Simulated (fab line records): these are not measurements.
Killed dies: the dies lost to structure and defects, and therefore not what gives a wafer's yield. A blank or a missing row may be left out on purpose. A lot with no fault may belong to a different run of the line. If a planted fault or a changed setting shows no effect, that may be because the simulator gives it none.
Which of the tools did it? ; flow nand-harc ; Sampling: 12 lots, 36 wafers, 5 of 1159 route steps

== WHAT THE GAUGES READ, wafer by wafer ==
NHARC_THIN_TSV_CD_MEAS_12: the cd target is 1000 nm.
lot;measured;on;cd-nm (nm)
L997;day 19 08:07;cd-sem-02;999.2 1001.8 1002.9
L996;day 19 13:05;cd-sem-02;996.2 1000.8 999.8
L995;day 19 09:40;cd-sem-01;996.4 1000.1 999.1
L998;day 20 04:55;cd-sem-02;1001.0 1000.4 1002.4
L103;day 21 03:03;cd-sem-02;1002.8 999.3
L109;day 21 14:10;cd-sem-01;999.0 1000.5 999.0
L111;day 23 05:17;cd-sem-02;998.1 997.1 999.3
L114;day 23 11:12;cd-sem-02;998.0 997.8 998.3
L115;day 23 12:26;cd-sem-02;997.9 1000.9 997.1
L113;day 23 13:29;cd-sem-02;1000.2 996.9 1000.8
L117;day 24 07:28;cd-sem-01;1000.0 998.7 1003.5
L118;day 24 13:27;cd-sem-03;1000.5 999.1 1000.9

NHARC_END_SORT_01.
lot;measured;on;killed-at-array;killed-at-other;killed-at-periphery;killed-dies;killed-open;killed-short
L103;day 21 18:26;prober-01;35 35 647;1 0 2;1 3 0;37 38 649;0 4 2;3 2 0

== WHICH TOOL RAN EACH LOT (tool, then ch and the chambers of the sampled wafers, then the start) ==
lot;NHARC_A_CONTACT_DEP_84;NHARC_THIN_TSV_CMP_01;NHARC_THIN_TSV_PRE_CLEAN_54
L997;acl-dep-01 ch 0, day 16 21:16;cmp-02 ch 0,1, day 19 06:47;pvd-sputter-01, day 19 13:14
L996;acl-dep-03 ch 0, day 16 21:20;cmp-03 ch 0,1, day 19 11:33;pvd-sputter-01, day 19 17:56
L995;acl-dep-01 ch 0, day 17 06:24;cmp-01 ch 0,1,3, day 19 08:21;pvd-sputter-02, day 19 14:32
L998;acl-dep-03 ch 0, day 18 11:56;cmp-02 ch 0,2,3, day 20 03:41;pvd-sputter-02, day 20 10:14
L103;acl-dep-02 ch 0, day 19 09:12;cmp-01 ch 0,1, day 21 01:47;pvd-sputter-02, day 21 07:59
L109;acl-dep-01 ch 0, day 19 22:12;cmp-03 ch 1,2,3, day 21 12:52;pvd-sputter-01, day 21 18:59
L111;acl-dep-01 ch 0, day 20 20:10;cmp-03 ch 0,1,3, day 23 03:58;pvd-sputter-03, day 23 10:29
L114;acl-dep-03 ch 0, day 21 17:59;cmp-02 ch 0,1, day 23 09:53;pvd-sputter-03, day 23 16:53
L115;acl-dep-03 ch 0, day 21 20:44;cmp-03 ch 0,2,3, day 23 11:08;pvd-sputter-01, day 23 19:23
L113;acl-dep-01 ch 0, day 21 21:44;cmp-01 ch 0,1,2, day 23 12:17;pvd-sputter-03, day 23 20:03
L117;acl-dep-03 ch 0, day 22 11:34;cmp-03 ch 1,2,3, day 24 06:16;pvd-sputter-03, day 24 12:45
L118;acl-dep-03 ch 0, day 23 01:40;cmp-01 ch 1,2,3, day 24 12:17;pvd-sputter-03, day 24 18:55
- NHARC_A_CONTACT_DEP_84: deposits aC, target thk 2000 nm.
- NHARC_THIN_TSV_CMP_01: polishes.
- NHARC_THIN_TSV_PRE_CLEAN_54: time 30 s.

== WHAT THE TOOLS THEMSELVES READ (means of the sampled wafers that have a number; where no wafer has one, the mark that the record gives instead) ==
NHARC_A_CONTACT_DEP_84.
lot;tool;throttle-valve-pct (%)
L997;acl-dep-01;35.004
L996;acl-dep-03;35.007
L995;acl-dep-01;35.002
L998;acl-dep-03;35.001
L103;acl-dep-02;35.008
L109;acl-dep-01;34.995
L111;acl-dep-01;34.995
L114;acl-dep-03;35.008
L115;acl-dep-03;35.001
L113;acl-dep-01;35.002
L117;acl-dep-03;35.004
L118;acl-dep-03;35.003

NHARC_THIN_TSV_CMP_01.
lot;tool;motor-current-A (A);slurry-flow-ml-min
L997;cmp-02;11.2;149.9
L996;cmp-03;12.9;150.1
L995;cmp-01;12.4;149.5
L998;cmp-02;11.1;149.9
L103;cmp-01;12.6;149.2
L109;cmp-03;11.9;149.6
L111;cmp-03;11.9;149.6
L114;cmp-02;10.8;150.0
L115;cmp-03;11.8;149.3
L113;cmp-01;12.2;149.8
L117;cmp-03;11.9;149.5
L118;cmp-01;11.7;150.2

NHARC_THIN_TSV_PRE_CLEAN_54.
lot;tool;heater-power-w (W)
L997;pvd-sputter-01;430
L996;pvd-sputter-01;440
L995;pvd-sputter-02;344
L998;pvd-sputter-02;355
L103;pvd-sputter-02;362
L109;pvd-sputter-01;426
L111;pvd-sputter-03;384
L114;pvd-sputter-03;383
L115;pvd-sputter-01;420
L113;pvd-sputter-03;393
L117;pvd-sputter-03;391
L118;pvd-sputter-03;388

== THE ANSWER, worked out from the rows above alone ==
Rule: what is usual is taken from the lots themselves. Put in order of their means at a reading, lots are off if they are a third of the lots or fewer, leave a main group of 4 or more, and stand apart from it by a gap of 3 or more times the standard deviation of the main group's means; of several such gaps the widest counts. The tables above print the reading to a certain number of digits; a main group whose means all agree to those digits is not used. A lot without any number at a reading at which 4 lots or more have one is off too. The other lots that the step has rows for count as sound. First the gauges in route order, then the tools' own readings, where a lot's mean is used as printed above. At the first step where some lot is off, the reading lying furthest off is the one used; lots without a number count as furthest.
No lot is off on any of the readings shown, so nothing can be concluded from this.

== WHAT THE SIMULATOR HAD INSERTED ==
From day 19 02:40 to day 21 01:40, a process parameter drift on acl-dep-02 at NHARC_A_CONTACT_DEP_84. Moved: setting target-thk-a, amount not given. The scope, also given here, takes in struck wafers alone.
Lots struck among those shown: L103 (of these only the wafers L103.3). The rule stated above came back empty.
